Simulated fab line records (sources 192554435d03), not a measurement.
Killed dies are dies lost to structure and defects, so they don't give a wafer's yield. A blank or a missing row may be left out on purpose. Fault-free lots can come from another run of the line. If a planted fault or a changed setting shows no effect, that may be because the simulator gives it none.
A struck lot beside a sound one :: flow n5_finfet :: 19 out of 1938 route steps
Sound: the wafers L700.3, L700.5, L700.6. The struck wafers were L713.2, L713.5, L713.6. At the end, the cause is stated.
For every step that has rows: the tool of each side, followed by ch and its chambers, followed by its first start. Under that, the readings that differ: sound wafers :: struck wafers :: difference of the means :: sigmas: that difference in standard deviations of wafers without a fault.
alike: readings with means less than 2 such deviations apart, plus words and numbers identical on both sides. not compared: withheld readings, readings lacking a value on some wafer, bounds such as >300 that could conceal the same value, and numbers that have no deviation in the record and whose values overlap.
A row with sigmas, a row that says differs or no value, or rows on one side alone: a step with any of these is where the two part. Non-overlapping numbers with no deviation appear without sigmas and do not part them. A reading missing from all wafers of one side parts the sides only when that side holds two or more wafers.

first, 2 steps without rows for these wafers: N5_DUMMY_GATE_SRD_26 (time 30 s); N5_DUMMY_GATE_UV_OZONE_45 (time 120 s).
N5_DUMMY_GATE_INSPECT_27: inspects for defects (brightfield).
  sound on defect_inspect-02, day 3 04:53; struck on defect_inspect-02, day 6 12:34
  alike: raw_defect_count
N5_SPACER0_ALD_07: deposits SiNx, target thk 2 nm.
  sound on ald_sin-04 ch 1,2,3, day 3 04:55; struck on ald_sin-04 ch 0,1, day 6 12:36
  alike: heater_power_w
  not compared: since_wet_clean_h
N5_SPACER0_ALD_00: deposits SiOCN, target thk 3.5 nm, pulse time 3 s, purge time 2 s.
  sound on ald_sin-04 ch 1,2,3, day 3 05:04; struck on ald_sin-04 ch 0,1, day 6 12:45
  alike: heater_power_w, precursor_pulse_height_rel
  not compared: since_wet_clean_h
N5_SPACER0_ALD_08: deposits SiNx, target thk 2 nm.
  sound on ald_sin-04 ch 1,2,3, day 3 05:19; struck on ald_sin-04 ch 0,1, day 6 13:01
  alike: heater_power_w
  not compared: since_wet_clean_h
N5_SPACER0_INSPECT_04: inspects for defects (darkfield).
  sound on defect_inspect-02, day 3 05:29; struck on defect_inspect-02, day 6 13:10
  alike: raw_defect_count
then, 5 steps without rows for these wafers: N5_SD_EPI_N_COAT_32 (time 60 s, resist thk 350 nm); N5_SD_EPI_N_COAT_33 (time 60 s, resist thk 35 nm); N5_SD_EPI_N_COAT_03 (resist thk 150 nm); N5_SD_EPI_N_EBR_05; N5_SD_EPI_N_SOFTBAKE_04 (time 60 s).
N5_SD_EPI_N_EXPOSE_06: exposes mask SD N BLK, target cd 120 nm.
  sound on arfi_scanner-03 ch 0, day 3 05:46; struck on arfi_scanner-03 ch 0, day 6 13:27
reading: model.SD_EPI_N.overlay_x_nm (nm)
sound: -0.2 -0.2 -0.2
struck: 14 14 14
difference: +14
sigmas: 
  alike: mask
then, 2 steps without rows for these wafers: N5_SD_EPI_N_PEB_07 (peb time 60 s); N5_SD_EPI_N_DEVELOP_08 (develop time 30 s).
N5_SD_EPI_N_CD_MEAS_09: target cd 120 nm.
  sound on cd_sem-03 ch 0, day 3 05:53; struck on cd_sem-03 ch 0, day 6 13:34
  alike: cd_nm
N5_SD_EPI_N_OVL_MEAS_10:
  sound on overlay-01 ch 0, day 3 05:55; struck on overlay-01 ch 0, day 6 13:36
reading: SD_N_BLK_OVL (nm)
sound: 0.2 0.5 -0.1
struck: 14.1 14.6 14.1
difference: +14.1
sigmas: +18
N5_SD_EPI_N_INSPECT_11: inspects for defects (macro).
  sound on defect_inspect-02, day 3 05:56; struck on defect_inspect-01, day 6 13:37
  alike: raw_defect_count
-- here the record skips 5 days between the struck wafers' starts before and after, leaving off in module SD_EPI_N and picking up in module BEOL_M4 (first step shown: number 1111 of the route) --
N5_BEOL_M4_RC_MEAS_101:
  sound on prober-01 ch 0, day 8 08:47; struck on prober-02 ch 0, day 11 04:39
  alike: DIBL_N, DIBL_P, IOFF_N, IOFF_P, ION_N, ION_P, SS_N, SS_P, VT_N, VT_P

## WHERE THEY PART
At N5_SD_EPI_N_OVL_MEAS_10 and nowhere else, as far as this record goes. Later steps at which nothing parts them and some readings are alike: N5_SD_EPI_N_INSPECT_11, N5_BEOL_M4_RC_MEAS_101.

WHY: the cause the simulator had injected
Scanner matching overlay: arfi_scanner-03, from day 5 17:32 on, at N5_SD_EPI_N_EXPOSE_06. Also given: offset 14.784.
